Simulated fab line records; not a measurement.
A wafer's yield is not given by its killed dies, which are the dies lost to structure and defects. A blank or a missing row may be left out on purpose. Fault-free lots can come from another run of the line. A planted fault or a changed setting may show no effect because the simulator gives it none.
Matching of chambers | flow nand-harc | NHARC_P_M2_STRIP_18 on rie-diel-01: 4 sister chambers
The step strips in N2/H2. 4 wafers are shown with their chamber, then 12 later ones without.

== EACH WAFER AND ITS CHAMBER ==
wafer  | chamber | drypump-motor-current-A (A)
L090.1 | 1       | 6.3
L092.1 | 2       | 6.1
L093.3 | 0       | 5.3
L093.6 | 3       | 5.6

== WAFERS WITH NO CHAMBER GIVEN ==
wafer  | drypump-motor-current-A (A)
L094.2 | 5.3
L094.4 | 5.3
L094.5 | 5.5
L095.1 | 6.3
L095.4 | 6.1
L095.5 | 6.3
L097.1 | 5.3
L097.2 | 6.3
L097.3 | 6.1
L096.2 | 6.3
L096.4 | 6.1
L096.5 | 6.1

== THE CHAMBER EACH PASSED THROUGH ==
wafer  | from the rows above | in truth
L094.2 | 0                   | 0
L094.4 | 0                   | 0
L094.5 | 3                   | 3
L095.1 | 1                   | 1
L095.4 | 2                   | 2
L095.5 | 1                   | 1
L097.1 | 0                   | 0
L097.2 | 1                   | 1
L097.3 | 2                   | 2
L096.2 | 1                   | 1
L096.4 | 2                   | 2
L096.5 | 2                   | 2
Correct placement for 12 of the 12. Not placeable from these rows: 0. Wrongly placed: 0.
How it was worked out, from the rows above alone: a wafer's distance from a chamber is the root of the sum, over the readings, of the square of ((its reading less the chamber's mean) divided by the reading's scatter). The wafer belongs to the nearest chamber; if the next one is less than 2 further off, it can't be placed. A chamber's mean is the mean of its shown wafers. The scatter (one wafer shown for each chamber): square how far every hidden wafer sits from the nearest shown wafer, average those squares and take the square root.
